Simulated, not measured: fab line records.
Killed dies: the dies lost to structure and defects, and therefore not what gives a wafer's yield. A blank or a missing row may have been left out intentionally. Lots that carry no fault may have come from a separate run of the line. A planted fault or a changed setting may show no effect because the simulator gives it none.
Chamber matching :: flow nand harc :: NHARC_A_SLIT_DEP_23 on pecvd-02: 3 sister chambers
The step deposits SiON, target thk 100 nm. 18 wafers are shown with their chamber, then 9 later ones without.

== WAFERS PAIRED WITH THEIR CHAMBERS ==
wafer: L075.2
chamber: 1
heater power w (W): 775

wafer: L075.3
chamber: 0
heater power w (W): 575

wafer: L075.4
chamber: 2
heater power w (W): 773

wafer: L077.1
chamber: 2
heater power w (W): 680

wafer: L077.4
chamber: 1
heater power w (W): 717

wafer: L077.6
chamber: 0
heater power w (W): 618

wafer: L083.2
chamber: 1
heater power w (W): 885

wafer: L083.3
chamber: 2
heater power w (W): 737

wafer: L083.4
chamber: 2
heater power w (W): 749

wafer: L083.1
chamber: 0
heater power w (W): 573

wafer: L083.5
chamber: 1
heater power w (W): 865

wafer: L083.6
chamber: 0
heater power w (W): 567

wafer: L086.1
chamber: 0
heater power w (W): 608

wafer: L086.2
chamber: 2
heater power w (W): 805

wafer: L086.4
chamber: 2
heater power w (W): 811

wafer: L089.3
chamber: 2
heater power w (W): 771

wafer: L089.4
chamber: 2
heater power w (W): 746

wafer: L089.5
chamber: 0
heater power w (W): 578

SIGNATURES (averages over the wafers above)
reading: heater power w
chamber 0: 586.50
chamber 1: 810.50
chamber 2: 759.00
scatter within a chamber: 46.8
Rule: a wafer lies at a distance from a chamber equal to the root of the sum of squares, over the readings, of (its reading less the chamber's mean, divided by the reading's scatter). If the next closest chamber is less than 2 further off than the closest, the wafer can't be placed; otherwise it belongs to the closest. The scatter: take each reading less its chamber's mean, square it, sum over the shown wafers, divide by the number of wafers less the number of chambers, and take the root.

== WAFERS WITH NO CHAMBER GIVEN ==
wafer: L091.1
heater power w (W): 788

wafer: L091.3
heater power w (W): 857

wafer: L091.4
heater power w (W): 893

wafer: L095.1
heater power w (W): 734

wafer: L095.2
heater power w (W): 532

wafer: L095.4
heater power w (W): 737

wafer: L096.1
heater power w (W): 749

wafer: L096.3
heater power w (W): 905

wafer: L096.4
heater power w (W): 757

== WHICH CHAMBER EACH ONE RAN IN ==
wafer: L091.1
from the rows above: can't be placed: 1 or 2
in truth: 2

wafer: L091.3
from the rows above: can't be placed: 1 or 2
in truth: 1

wafer: L091.4
from the rows above: can't be placed: 1 or 2
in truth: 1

wafer: L095.1
from the rows above: can't be placed: 2 or 1
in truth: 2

wafer: L095.2
from the rows above: 0
in truth: 0

wafer: L095.4
from the rows above: can't be placed: 2 or 1
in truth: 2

wafer: L096.1
from the rows above: can't be placed: 2 or 1
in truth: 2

wafer: L096.3
from the rows above: can't be placed: 1 or 2
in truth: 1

wafer: L096.4
from the rows above: can't be placed: 2 or 1
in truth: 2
Correctly placed: 1 of 9. From these rows, 8 cannot be placed; in 8 the true chamber is one of the candidates. 0 placed wrongly.
